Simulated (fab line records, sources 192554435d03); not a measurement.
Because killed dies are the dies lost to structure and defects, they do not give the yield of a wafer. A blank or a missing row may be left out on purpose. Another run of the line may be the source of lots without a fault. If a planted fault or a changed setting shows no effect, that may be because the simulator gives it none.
fab line records	flow n5_finfet
record: lots: 7	wafers: 39
route steps=1938 shown BEOL_M7@1308
start_h: hours from the record's first day to the start of the lot's first wafer shown	wait_h: hours from the lot's prior step to this one	" unchanged from the row above	L1.1+2: a single row standing in for several wafers	- no value, or no start given	* or withheld: withheld	< > ~ a bound
route shown NAME@n: NAME is a module with steps in the file, n the number in the route of the first one	usual: mean/standard deviation of fault-free wafers	same: alike in all rows	chamber/n: place in a boat	sites: the reading at each site	_std_site: standard deviation across them	_edge_site: inner sites' mean taken away from outer sites' mean	radius_mm: how far each site lies from the wafer's centre	mask NAME#n: copy n	behind: the most recent tool/chamber to have shaped the wafer	hold: what put the lot on hold/how long, in hours/how the hold closed	device: whichever transistor did not switch (one of n, p or np)	end of line: tests of these same wafers at the route's end	step lacking rows: just its recipe	killed: count of dies lost to structure and defects at first sort (not the wafer's yield)	map: the dies of a wafer, with x for killed, . for not killed, _ for no die there
set.NAME: the setting the step ran with; set.NAME@STEP: the setting that earlier step ran with	model.NAME: the simulator's own value behind a step, which no gauge read
lots run with intentionally changed settings; tables by step, rows by wafer
== steps ==
step: N5_BEOL_M7_TRENCH_ETCH_37
recipe: chemistry: C4F6/O2	target_depth_a: 934.78	target: SiCOH_lowk	time_s: 31.2	ion_energy_ev: 250	pressure_mtorr: 30	source_w: 345	bias_w: 185	Ar_flow_sccm: 300	C4F6_flow_sccm: 10	O2_flow_sccm: 10
lot.wafer	tool	chamber	start_h	wait_h	set.time_s	model.BEOL_M7.feature_depth_nm	model.etch.depth_nm	model.TiN_of_BEOL_M7_HM_DEP_02.thk_nm
L074.1	rie_diel-01	3	-	-	31.2	94.4	94.44	17.2
L074.2	"	2	"	"	12.92	38.8	38.88	19
L074.3	"	0	"	"	31.2	91	91.01	17.4
L074.4	"	1	"	"	12.92	38.8	38.73	19
L074.5	"	3	"	"	31.2	95	95.08	17.2
L074.6	"	2	"	"	12.92	38.8	38.84	19
L080.1	rie_diel-01	1	-	-	22.95	68.8	68.72	18.2
L080.2	"	2	"	"	31.2	93.2	93.2	17.4
L080.3	"	3	"	"	31.2	93.8	93.77	17.6
L080.4	"	0	"	"	22.95	65.6	65.65	18.4
L080.5	"	3	"	"	22.95	69	68.98	18.2
L080.6	"	2	"	"	31.2	93.2	93.13	17.4
L085.1	rie_diel-01	1	-	-	13.49	40.6	40.53	18.8
L085.2	"	2	"	"	13.49	40.6	40.55	18.8
L085.3	"	3	"	"	31.2	91.4	91.45	17
L085.4	"	0	"	"	31.2	90	89.9	17.4
L085.5	"	0	"	"	13.49	39	38.92	19
L085.6	"	3	"	"	31.2	92.4	92.44	17.4
L089.1	rie_diel-06	0	-	-	14.36	42.2	42.22	19
L089.2	"	2	"	"	31.2	91	91.03	17.4
L089.3	"	1	"	"	31.2	93.8	93.84	17.4
L089.4	"	3	"	"	31.2	92.8	92.74	17.2
L089.5	"	3	"	"	14.36	42.4	42.48	18.8
L089.6	"	0	"	"	14.36	42.4	42.32	18.8
L091.1	rie_diel-03	0	-	-	31.2	93.6	93.55	17.2
L091.2	"	1	"	"	45.81	131.6	131.5	16.4
L091.3	"	3	"	"	45.81	140.6	140.5	16.2
L091.4	"	2	"	"	31.2	92.2	92.17	17.8
L091.5	"	1	"	"	45.81	132	132	16.2
L091.6	"	2	"	"	31.2	91.8	91.82	17.6
L093.1	rie_diel-06	3	-	-	31.2	93.6	93.53	17.4
L093.3	"	1	"	"	31.2	94.8	94.9	17.6
L093.4	"	0	"	"	31.2	93.8	93.84	17.6
L097.1	rie_diel-06	0	-	-	43.19	129.6	129.7	16.2
L097.2	"	2	"	"	43.19	129.6	129.7	16.4
L097.3	"	3	"	"	31.2	93.2	93.23	17.4
L097.4	"	1	"	"	31.2	93.8	93.72	17.2
L097.5	"	3	"	"	31.2	92.8	92.88	17.2
L097.6	"	0	"	"	43.19	129.2	129.2	16.4
step: N5_BEOL_M7_ETCH_41
recipe: chemistry: CH3F/O2	target: SiCN	target_depth_a: 319	taper_deg: 2	time_s: 57.8	ion_energy_ev: 120	mask_material: TiN	pressure_mtorr: 30	source_w: 395	bias_w: 75	Ar_flow_sccm: 150	CH3F_flow_sccm: 30	O2_flow_sccm: 20
step: N5_BEOL_M7_STRIP_80
recipe: chemistry: N2/H2	time_s: 10	power_w: 450	temp_c: 40	pressure_mtorr: 20	rf_frequency_hz: 6e+07	bias_power_w: 7	n2_flow_sccm: 200	h2_flow_sccm: 200
step: N5_BEOL_M7_OCD_MEAS_38
usual: trench_depth_nm: 92.9/1.6
lot.wafer	tool	chamber	start_h	wait_h	set.time_s@BEOL_M7_TRENCH_ETCH_37	trench_depth_nm
L074.1	ocd-02	-	196.15	-	31.2	94.5
L074.2	"	-	"	"	12.92	39.0
L074.3	"	-	"	"	31.2	91.5
L074.4	"	-	"	"	12.92	39.3
L074.5	"	-	"	"	31.2	94.9
L074.6	"	-	"	"	12.92	39.0
L080.1	ocd-02	-	223.90	-	22.95	68.3
L080.2	"	-	"	"	31.2	93.1
L080.3	"	-	"	"	31.2	94.2
L080.4	"	-	"	"	22.95	65.5
L080.5	"	-	"	"	22.95	68.7
L080.6	"	-	"	"	31.2	93.1
L085.1	ocd-01	-	254.69	-	13.49	40.3
L085.2	"	-	"	"	13.49	40.4
L085.3	"	-	"	"	31.2	91.4
L085.4	"	-	"	"	31.2	90.3
L085.5	"	-	"	"	13.49	38.8
L085.6	"	-	"	"	31.2	92.8
L089.1	ocd-01	-	285.50	-	14.36	42.1
L089.2	"	-	"	"	31.2	90.9
L089.3	"	-	"	"	31.2	94.4
L089.4	"	-	"	"	31.2	93.0
L089.5	"	-	"	"	14.36	42.3
L089.6	"	-	"	"	14.36	42.1
L091.1	ocd-02	-	294.44	-	31.2	93.4
L091.2	"	-	"	"	45.81	131.6
L091.3	"	-	"	"	45.81	141.0
L091.4	"	-	"	"	31.2	92.0
L091.5	"	-	"	"	45.81	131.9
L091.6	"	-	"	"	31.2	91.9
L093.1	ocd-02	-	312.53	-	31.2	93.6
L093.3	"	-	"	"	31.2	94.3
L093.4	"	-	"	"	31.2	93.8
L097.1	ocd-01	-	338.06	-	43.19	129.9
L097.2	"	-	"	"	43.19	129.5
L097.3	"	-	"	"	31.2	93.7
L097.4	"	-	"	"	31.2	93.3
L097.5	"	-	"	"	31.2	92.8
L097.6	"	-	"	"	43.19	128.8
step: N5_BEOL_M7_HM_STRIP_39
recipe: chemistry: peroxide_tin_strip	material: TiN	target_depth_a: 250	temp_c: 50	time_s: 158
step: N5_BEOL_M7_SRD_40
recipe: time_s: 30	temp_c: 23	rinse_liquid: diw	dry: ipa_marangoni
step: N5_BEOL_M7_ECD_50
recipe: material: Cu	target_thk_a: 3000
step: N5_BEOL_M7_ANNEAL_51
recipe: temp_c: 225	time_s: 90	ambient: N2
step: N5_BEOL_M7_CMP_52
recipe: stop_on: SiCOH_lowk	t_overpolish_s: 6.9	down_force_psi: 1	platen_rpm: 50	clearing_platen_down_force_psi: 1.5	clearing_platen_rpm: 50	post_cmp_clean: cu_alkaline	target_thk_nm: 80	clearing_platen_pad_velocity_m_s: 0.99484	pad_velocity_m_s: 0.99484
lot.wafer	tool	chamber	start_h	wait_h	set.time_s@BEOL_M7_TRENCH_ETCH_37	model.Cu_of_BEOL_M7_ECD_50.thk_nm
L074.4	cmp-02	1	198.02	0.1	12.92	23.2
L074.1	"	2	"	"	31.2	80.6
L074.3	"	3	"	"	31.2	76.6
L074.2	"	0	"	"	12.92	25
L074.5	"	1	"	"	31.2	80.4
L074.6	"	2	"	"	12.92	24.6
L080.3+2	cmp-04	3,2	225.88	0.2	31.2	79.4
L080.1	"	0	"	"	22.95	56.6
L080.4	"	1	"	"	22.95	53
L080.6	"	3	"	"	31.2	79
L080.5	"	0	"	"	22.95	56
L085.3	cmp-02	3	257.74	0.2	31.2	76.8
L085.4	"	0	"	"	31.2	74.8
L085.1	"	1	"	"	13.49	26.2
L085.2	"	2	"	"	13.49	26.4
L085.6	"	3	"	"	31.2	78.4
L085.5	"	0	"	"	13.49	25.2
L089.4	cmp-02	3	287.61	0.1	31.2	78
L089.2	"	0	"	"	31.2	75.6
L089.3	"	1	"	"	31.2	79
L089.1	"	2	"	"	14.36	29.6
L089.5+6	"	3,0	"	"	14.36	27.8
L091.2	cmp-03	3	296.52	0.2	45.81	116.2
L091.1	"	0	"	"	31.2	80.4
L091.3	"	1	"	"	45.81	124
L091.4	"	2	"	"	31.2	79.2
L091.5	"	3	"	"	45.81	116.8
L091.6	"	0	"	"	31.2	77.2
L093.4	cmp-04	2	315.26	0.1	31.2	81.6
L093.1	"	3	"	"	31.2	81.2
L093.3	"	0	"	"	31.2	83.2
L097.3	cmp-04	3	341.17	0.2	31.2	79.2
L097.4	"	0	"	"	31.2	80.8
L097.2	"	1	"	"	43.19	117.6
L097.1	"	2	"	"	43.19	116.2
L097.6	"	3	"	"	43.19	117.2
L097.5	"	0	"	"	31.2	79.6
step: N5_BEOL_M7_THK_MEAS_53
recipe: thk_meas_gauge: xrf	reads: Cu_of_BEOL_M7_ECD_50
usual: M7_THK: 78.4/1.8
lot.wafer	tool	chamber	start_h	wait_h	set.time_s@BEOL_M7_TRENCH_ETCH_37	M7_THK[nm]
L074.1	film_metro-02	-	198.32	-	31.2	79.6
L074.2	"	-	"	"	12.92	24.7
L074.3	"	-	"	"	31.2	76.1
L074.4	"	-	"	"	12.92	22.9
L074.5	"	-	"	"	31.2	79.7
L074.6	"	-	"	"	12.92	24.3
L080.1	film_metro-02	-	226.18	-	22.95	55.9
L080.2	"	-	"	"	31.2	78.1
L080.3	"	-	"	"	31.2	78.2
L080.4	"	-	"	"	22.95	52.4
L080.5	"	-	"	"	22.95	55.4
L080.6	"	-	"	"	31.2	77.8
L085.1	film_metro-02	-	258.03	-	13.49	25.8
L085.2	"	-	"	"	13.49	26.1
L085.3	"	-	"	"	31.2	75.5
L085.4	"	-	"	"	31.2	73.3
L085.5	"	-	"	"	13.49	24.7
L085.6	"	-	"	"	31.2	77.0
L089.1	film_metro-02	-	287.90	-	14.36	29.1
L089.2	"	-	"	"	31.2	74.7
L089.3	"	-	"	"	31.2	77.6
L089.4	"	-	"	"	31.2	76.8
L089.5	"	-	"	"	14.36	27.4
L089.6	"	-	"	"	14.36	27.4
L091.1	film_metro-02	-	296.81	-	31.2	79.6
L091.2	"	-	"	"	45.81	114.6
L091.3	"	-	"	"	45.81	123.3
L091.4	"	-	"	"	31.2	78.5
L091.5	"	-	"	"	45.81	115.6
L091.6	"	-	"	"	31.2	76.6
L093.1	film_metro-02	-	315.56	-	31.2	79.7
L093.3	"	-	"	"	31.2	81.4
L093.4	"	-	"	"	31.2	80.2
L097.1	film_metro-01	-	341.47	-	43.19	113.4
L097.2	"	-	"	"	43.19	114.7
L097.3	"	-	"	"	31.2	77.4
L097.4	"	-	"	"	31.2	79.0
L097.5	"	-	"	"	31.2	77.8
L097.6	"	-	"	"	43.19	113.9
step: N5_BEOL_M7_PRE_CLEAN_55
recipe: gas: NH3	time_s: 15	temp_c: withheld	rf_power_w: 300
step: N5_BEOL_M7_DEP_56
recipe: material: SiCN	target_thk_a: 100	temp_c: withheld	precursor: 3MS/NH3	pressure_torr: 3	rf_w: 202	time_s: 17.5
step: N5_BEOL_M7_RS_MEAS_57
recipe: thk_meas_gauge: four-point-probe	reads: Cu_of_BEOL_M7_ECD_50+Co_of_BEOL_M7_CVD_78+TaN_of_BEOL_M7_ALD_77
usual: M7_RS: 0.288/0.008
lot.wafer	tool	chamber	start_h	wait_h	set.time_s@BEOL_M7_TRENCH_ETCH_37	M7_RS[ohm/sq]
L074.1	film_metro-01	-	198.45	0.1	31.2	0.283
L074.2	"	-	"	"	12.92	1.261
L074.3	"	-	"	"	31.2	0.301
L074.4	"	-	"	"	12.92	1.406
L074.5	"	-	"	"	31.2	0.284
L074.6	"	-	"	"	12.92	1.299
L080.1	film_metro-02	-	226.31	0.1	22.95	0.435
L080.2	"	-	"	"	31.2	0.289
L080.3	"	-	"	"	31.2	0.289
L080.4	"	-	"	"	22.95	0.471
L080.5	"	-	"	"	22.95	0.440
L080.6	"	-	"	"	31.2	0.291
L085.1	film_metro-02	-	258.16	0.1	13.49	1.185
L085.2	"	-	"	"	13.49	1.167
L085.3	"	-	"	"	31.2	0.300
L085.4	"	-	"	"	31.2	0.310
L085.5	"	-	"	"	13.49	1.245
L085.6	"	-	"	"	31.2	0.294
L089.1	film_metro-01	-	288.04	0.1	14.36	1.003
L089.2	"	-	"	"	31.2	0.306
L089.3	"	-	"	"	31.2	0.290
L089.4	"	-	"	"	31.2	0.295
L089.5	"	-	"	"	14.36	1.090
L089.6	"	-	"	"	14.36	1.089
L091.1	film_metro-02	-	296.94	0.1	31.2	0.284
L091.2	"	-	"	"	45.81	0.186
L091.3	"	-	"	"	45.81	0.173
L091.4	"	-	"	"	31.2	0.290
L091.5	"	-	"	"	45.81	0.185
L091.6	"	-	"	"	31.2	0.298
L093.1	film_metro-01	-	315.73	0.1	31.2	0.281
L093.3	"	-	"	"	31.2	0.274
L093.4	"	-	"	"	31.2	0.280
L097.1	film_metro-01	-	341.60	0.1	43.19	0.186
L097.2	"	-	"	"	43.19	0.184
L097.3	"	-	"	"	31.2	0.290
L097.4	"	-	"	"	31.2	0.283
L097.5	"	-	"	"	31.2	0.288
L097.6	"	-	"	"	43.19	0.184
== key ==
split: step: N5_BEOL_M7_TRENCH_ETCH_37	setting: time_s	stated: 31.2	by: wafer
response: step: N5_BEOL_M7_TRENCH_ETCH_37	reading: model.BEOL_M7.feature_depth_nm	change: +0.923	per: 1%	r: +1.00
response: step: N5_BEOL_M7_TRENCH_ETCH_37	reading: model.etch.depth_nm	change: +0.923	per: 1%	r: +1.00
response: step: N5_BEOL_M7_TRENCH_ETCH_37	reading: model.TiN_of_BEOL_M7_HM_DEP_02.thk_nm	change: -0.0281	per: 1%	r: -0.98
response: step: N5_BEOL_M7_OCD_MEAS_38	reading: trench_depth_nm	change: +0.927	per: 1%	r: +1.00
response: step: N5_BEOL_M7_CMP_52	reading: model.Cu_of_BEOL_M7_ECD_50.thk_nm	change: +0.911	per: 1%	r: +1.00
response: step: N5_BEOL_M7_THK_MEAS_53	reading: M7_THK	change: +0.896	per: 1%	r: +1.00
response: step: N5_BEOL_M7_RS_MEAS_57	reading: M7_RS	change: -0.0119	per: 1%	r: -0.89
